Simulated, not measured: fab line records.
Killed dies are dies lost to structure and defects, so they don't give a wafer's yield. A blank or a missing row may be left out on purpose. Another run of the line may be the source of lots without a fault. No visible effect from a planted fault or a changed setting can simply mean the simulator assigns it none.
Tool commonality check    flow nand-harc    33 wafers sampled across 11 lots

THE REASON FOR OPENING IT
On 2 of the 11 lots, a flag is raised at NHARC_P_M2_CD_MEAS_09 on the reading cd-nm. No-fault wafers: 170.1 nm, standard deviation 0.71.
Rule: a lot is flagged when every wafer of it that has a number lies more than 4 standard deviations from that mean, or none has a number. All remaining lots are regarded as sound.

lot   measured      on         cd-nm (nm), wafer by wafer  flag
L300  day 6 18:50   cd-sem-03  169.5 170.1 170.4           
L301  day 6 19:57   cd-sem-02  170.7 170.5 169.9           
L302  day 6 20:16   cd-sem-01  169.9 169.4 169.6           
L305  day 7 14:19   cd-sem-03  178.5 179.4 178.9           FLAGGED
L306  day 7 15:02   cd-sem-02  178.9 178.7 178.4           FLAGGED
L313  day 9 17:10   cd-sem-02  170.9 171.4 170.9           
L316  day 10 07:10  cd-sem-01  169.9 169.2 169.1           
L317  day 10 07:55  cd-sem-03  168.3 169.7 169.1           
L318  day 10 18:28  cd-sem-02  169.8 169.9 169.9           
L319  day 10 20:20  cd-sem-03  171.1 171.2 170.2           
L322  day 11 16:34  cd-sem-01  168.8 169.5 169.8           
On average the flagged lots' numbers are 178.8 nm, which is +8.7 nm against the usual, or +12 standard deviations.

WHICH TOOL EACH LOT WENT THROUGH
The record holds 2 process steps before the reading, out of a route of 1159 steps. Cell contents, in order: the tool; ch with the chambers the sampled wafers went through; the start.
lot   flag     NHARC_P_M1_ETCH_28                             NHARC_P_M2_PEB_07
L300           rie-diel-11 ch 0,1, day 6 18:45 or earlier     litho-track-04 ch 0, day 6 18:45
L301           rie-diel-03 ch 1,2, day 6 19:52 or earlier     litho-track-06 ch 0, day 6 19:52
L302           rie-diel-11 ch 0,3, day 6 20:11 or earlier     litho-track-04 ch 0, day 6 20:11
L305  FLAGGED  rie-diel-03 ch 0,2,3, day 7 14:13 or earlier   litho-track-04 ch 0, day 7 14:13
L306  FLAGGED  rie-diel-03 ch 0,1,3, day 7 14:57 or earlier   litho-track-04 ch 0, day 7 14:57
L313           rie-diel-11 ch 0,1,2, day 9 17:05 or earlier   litho-track-06 ch 0, day 9 17:05
L316           rie-diel-11 ch 1,2,3, day 10 07:05 or earlier  litho-track-04 ch 0, day 10 07:05
L317           rie-diel-11 ch 0,1,3, day 10 07:50 or earlier  litho-track-04 ch 0, day 10 07:50
L318           rie-diel-03 ch 0,1,3, day 10 18:23 or earlier  litho-track-01 ch 0, day 10 18:23
L319           rie-diel-11 ch 0,1,3, day 10 20:15 or earlier  litho-track-01 ch 0, day 10 20:15
L322           rie-diel-08 ch 1,2,3, day 11 16:29 or earlier  litho-track-04 ch 0, day 11 16:29
What these steps do:
- NHARC_P_M1_ETCH_28: etches the open film in CF4/N2, target depth 30 nm, time 72.99 s.
- NHARC_P_M2_PEB_07: peb time 65 s.
- NHARC_P_M2_CD_MEAS_09: target cd 170 nm.

FLAGGED OVER TOTAL, TOOL BY TOOL (the gauges that took the reading come last)
step                   tool            lots run  flagged  share of the flagged lots  sound lots run after its first flagged lot
NHARC_P_M1_ETCH_28     rie-diel-03     4         2        all                        1 (L318)
NHARC_P_M1_ETCH_28     rie-diel-08     1         0        none                       -
NHARC_P_M1_ETCH_28     rie-diel-11     6         0        none                       -
NHARC_P_M2_PEB_07      litho-track-01  2         0        none                       -
NHARC_P_M2_PEB_07      litho-track-04  7         2        all                        3 (L316,L317,L322)
NHARC_P_M2_PEB_07      litho-track-06  2         0        none                       -
NHARC_P_M2_CD_MEAS_09  cd-sem-01       3         0        none                       -
NHARC_P_M2_CD_MEAS_09  cd-sem-02       4         1        some                       2 (L313,L318)
NHARC_P_M2_CD_MEAS_09  cd-sem-03       4         1        some                       2 (L317,L319)
NHARC_P_M1_ETCH_28: start missing for some lots; hours and lot order therefore follow NHARC_P_M2_PEB_07.

THE TABLE: WHAT IT ALLOWS
Every flagged lot went through 2 rows of the table: rie-diel-03 at NHARC_P_M1_ETCH_28 and litho-track-04 at NHARC_P_M2_PEB_07.
- rie-diel-03 at NHARC_P_M1_ETCH_28: 2 of its 4 lots flagged. Sound lots followed the first flagged one (L318) on it, something a lasting fault affecting the whole tool could not allow.
- litho-track-04 at NHARC_P_M2_PEB_07: 2 of its 7 lots flagged. Sound lots followed the first flagged one (L316, L317, L322) on it, something a lasting fault affecting the whole tool could not allow. Its own readings (heater-power-total-W, plate-temp-C) fall more than 4 standard deviations out on all wafers of the flagged lots.
No row of the table ran every flagged lot and no sound lot after the first.

WHAT THE SIMULATOR HAD PUT IN
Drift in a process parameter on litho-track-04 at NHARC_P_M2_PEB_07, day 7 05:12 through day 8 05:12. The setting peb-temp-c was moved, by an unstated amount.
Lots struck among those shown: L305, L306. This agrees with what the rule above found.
